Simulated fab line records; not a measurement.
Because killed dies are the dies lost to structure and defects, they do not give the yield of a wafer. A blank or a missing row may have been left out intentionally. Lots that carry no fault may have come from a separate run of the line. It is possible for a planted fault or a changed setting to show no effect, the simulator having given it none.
Tool commonality check -- flow nandHarc -- 12 lots, 36 wafers sampled

## REASON IT WAS OPENED
Flagged at NHARC_A_CONTACT_CD_MEAS_08: reading cdNm, on 2 of 12 lots. No-fault wafers: 100.1 nm, standard deviation 0.52.
Rule: a lot gets a flag if all its wafers with a number sit over 4 standard deviations from that mean, or if no wafer of it has a number. The rest of the lots are taken to be sound.

lot,measured,on,"cdNm (nm), wafer by wafer",flag
L185,day 16 16:49,cdSem-03,100.2 100.8 100.7,
L188,day 17 02:52,cdSem-01,101.1 100.9 100.9,
L191,day 18 00:11,cdSem-01,100.5 100.2 101.3,
L199,day 19 21:35,cdSem-02,100.8 100.4 100.0,
L197,day 20 02:09,cdSem-03,126.5 126.2 127.1,FLAGGED
L196,day 20 05:08,cdSem-01,121.0 120.6 121.0,FLAGGED
L198,day 20 05:17,cdSem-01,100.1 100.5 99.8,
L201,day 20 14:35,cdSem-01,99.7 99.9 99.3,
L200,day 20 15:48,cdSem-01,99.9 99.6 99.6,
L203,day 21 12:15,cdSem-01,99.2 99.2 99.6,
L205,day 22 02:05,cdSem-03,99.6 99.9 100.7,
L207,day 22 11:58,cdSem-03,100.1 100.1 101.1,
Average over the flagged lots: 123.7 nm; offset from the usual +23.6 nm, equal to +45 standard deviations.

## WHICH TOOL RAN EACH LOT
The record holds 2 process steps before the reading, out of a route of 1159 steps. Read each cell as the tool, then ch plus the chambers that the sampled wafers visited, then the start.
lot,flag,NHARC_A_CONTACT_ETCH_130,NHARC_A_CONTACT_EXPOSE_05
L185,,"harCapEtch-02 ch 0,1, day 16 12:06","arfiScanner-03 ch 0, day 16 16:41"
L188,,"harCapEtch-03 ch 0,1, day 16 22:38","arfiScanner-02 ch 0, day 17 02:43"
L191,,"harCapEtch-01 ch 0,1, day 17 19:59","arfiScanner-03 ch 0, day 18 00:02"
L199,,"harCapEtch-02 ch 0,1, day 19 17:28","arfiScanner-02 ch 0, day 19 21:27"
L197,FLAGGED,"harCapEtch-01 ch 0,1, day 19 19:13","arfiScanner-03 ch 0, day 20 02:01"
L196,FLAGGED,"harCapEtch-03 ch 0,1, day 19 21:55","arfiScanner-03 ch 0, day 20 05:00"
L198,,"harCapEtch-02 ch 0,1, day 19 23:05","arfiScanner-02 ch 0, day 20 05:09"
L201,,"harCapEtch-02 ch 0,1, day 20 09:55","arfiScanner-01 ch 0, day 20 14:27"
L200,,"harCapEtch-03 ch 0,1, day 20 10:55","arfiScanner-01 ch 0, day 20 15:40"
L203,,"harCapEtch-03 ch 0,1, day 21 04:02","arfiScanner-01 ch 0, day 21 12:07"
L205,,"harCapEtch-03 ch 0,1, day 21 22:04","arfiScanner-02 ch 0, day 22 01:56"
L207,,"harCapEtch-02 ch 0,1, day 22 07:32","arfiScanner-01 ch 0, day 22 11:49"
What the steps here do:
- NHARC_A_CONTACT_ETCH_130: etches the open film in C4F8/O2/Ar, time 155 s, target depth 956 nm.
- NHARC_A_CONTACT_EXPOSE_05: exposes mask A CC.
- NHARC_A_CONTACT_CD_MEAS_08: target cd 100 nm.

## FLAGGED AGAINST TOTAL, ONE TOOL AT A TIME (gauges that did the reading follow at the end)
step,tool,lots run,flagged,share of the flagged lots,sound lots run after its first flagged lot
NHARC_A_CONTACT_ETCH_130,harCapEtch-01,2,1,some,0
NHARC_A_CONTACT_ETCH_130,harCapEtch-02,5,0,none,-
NHARC_A_CONTACT_ETCH_130,harCapEtch-03,5,1,some,"3 (L200,L203,L205)"
NHARC_A_CONTACT_EXPOSE_05,arfiScanner-01,4,0,none,-
NHARC_A_CONTACT_EXPOSE_05,arfiScanner-02,4,0,none,-
NHARC_A_CONTACT_EXPOSE_05,arfiScanner-03,4,2,all,0
NHARC_A_CONTACT_CD_MEAS_08,cdSem-01,7,1,some,"4 (L198,L201,L200,L203)"
NHARC_A_CONTACT_CD_MEAS_08,cdSem-02,1,0,none,-
NHARC_A_CONTACT_CD_MEAS_08,cdSem-03,4,1,some,"2 (L205,L207)"

## WHAT THE TABLE ALLOWS
In the table, 1 row covers all flagged lots: arfiScanner-03 at NHARC_A_CONTACT_EXPOSE_05.
- arfiScanner-03 at NHARC_A_CONTACT_EXPOSE_05: 2 of its 4 lots flagged. It ran its last sound lot, L191, at day 18 00:02 and its first flagged lot, L197, at day 20 02:01: a fault with its onset between the two fits. Its own readings lie more than 4 standard deviations out on every wafer of the flagged lots: exposureDoseMJCm2.
Left over: one tool, arfiScanner-03 at NHARC_A_CONTACT_EXPOSE_05.

## WHAT THE SIMULATOR HAD PUT IN
Process parameter drift: arfiScanner-03, from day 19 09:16 on, at NHARC_A_CONTACT_EXPOSE_05. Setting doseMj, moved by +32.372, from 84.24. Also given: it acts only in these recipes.
Struck lots among those shown: L197, L196. The rule above found the same.
